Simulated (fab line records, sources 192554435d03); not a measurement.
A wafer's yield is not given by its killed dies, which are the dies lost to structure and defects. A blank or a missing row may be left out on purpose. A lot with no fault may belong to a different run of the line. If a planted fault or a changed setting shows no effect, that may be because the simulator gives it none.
Chamber matching | flow n5-finfet | rie-diel-03 running N5_BEOL_M6_DESCUM_33: 4 sister chambers
The step chemistry O2, time 7 s. 8 wafers are shown with their chamber, then 7 later ones without.

## WAFERS PAIRED WITH THEIR CHAMBERS
wafer  | chamber | throttle-valve-pct (%) | showerhead-plenum-p-Torr (Torr)
L079.6 | 3       | 20.61                  | 2.15
L084.1 | 2       | 20.59                  | 2.11
L084.4 | 1       | 20.25                  | 2.12
L091.2 | 2       | 20.58                  | 2.10
L091.5 | 0       | 20.46                  | 2.00
L091.6 | 1       | 20.25                  | 2.12
L093.2 | 3       | 20.62                  | 2.14
L093.4 | 0       | 20.46                  | 2.00

## WAFERS WHOSE CHAMBER IS MISSING
wafer  | throttle-valve-pct (%) | showerhead-plenum-p-Torr (Torr)
L093.6 | 20.26                  | 2.12
L095.2 | 20.59                  | 2.10
L095.5 | 20.60                  | 2.10
L095.6 | 20.63                  | 2.14
L097.1 | 20.28                  | 2.11
L097.5 | 20.63                  | 2.14
L097.6 | 20.45                  | 2.00

## CHAMBER TAKEN BY EACH
wafer  | from the rows above | in truth
L093.6 | 1                   | 1
L095.2 | 2                   | 2
L095.5 | 2                   | 2
L095.6 | 3                   | 3
L097.1 | 1                   | 1
L097.5 | 3                   | 3
L097.6 | 0                   | 0
Correct placement for 7 of the 7. Not placeable from these rows: 0. Placed wrongly: 0.
How it was worked out, from the rows above alone: a wafer's distance from a chamber is the root of the sum, over the readings, of the square of ((its reading less the chamber's mean) divided by the reading's scatter). If the next closest chamber is less than 2 further off than the closest, the wafer can't be placed; otherwise it belongs to the closest. Each chamber's mean is taken over the wafers shown for it. The scatter: take each reading less its chamber's mean, square it, sum over the shown wafers, divide by the number of wafers less the number of chambers, and take the root.
